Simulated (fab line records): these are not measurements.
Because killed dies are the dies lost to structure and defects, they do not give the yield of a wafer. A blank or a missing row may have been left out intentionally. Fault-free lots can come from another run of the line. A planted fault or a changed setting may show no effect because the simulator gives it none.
Matching of chambers -- flow n5_finfet -- N5_BEOL_M8_PECVD_70 on pecvd-03 has 3 sister chambers
The step deposits SiO2 from TEOS/O2, target thk 20 nm, time 22.7 s. 3 wafers are shown with their chamber, then 7 later ones without.

WAFERS, EACH WITH ITS CHAMBER
wafer,chamber,throttle_valve_pct (%)
L084.6,1,22.6
L093.2,0,22.1
L093.4,2,21.0

WAFERS WITH NO CHAMBER GIVEN
wafer,throttle_valve_pct (%)
L093.6,21.9
L092.1,22.6
L092.2,21.0
L092.3,21.8
L095.1,22.4
L095.3,21.1
L095.6,22.4

WHICH CHAMBER EACH ONE RAN IN
wafer,from the rows above,in truth
L093.6,0,0
L092.1,1,1
L092.2,2,2
L092.3,0,0
L095.1,can't be placed: 1 or 0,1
L095.3,2,2
L095.6,can't be placed: 1 or 0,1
Placed correctly: 5 of 7. Not placeable from these rows: 2 (in 2, the candidates include the true chamber). Number placed wrongly: 0.
How it was worked out, from the rows above alone: a wafer's distance from a chamber is the root of the sum, over the readings, of the square of ((its reading less the chamber's mean) divided by the reading's scatter). If the next closest chamber is less than 2 further off than the closest, the wafer can't be placed; otherwise it belongs to the closest. The mean given for a chamber averages the wafers shown for that chamber. The scatter (one wafer shown for each chamber): square how far every hidden wafer sits from the nearest shown wafer, average those squares and take the square root.
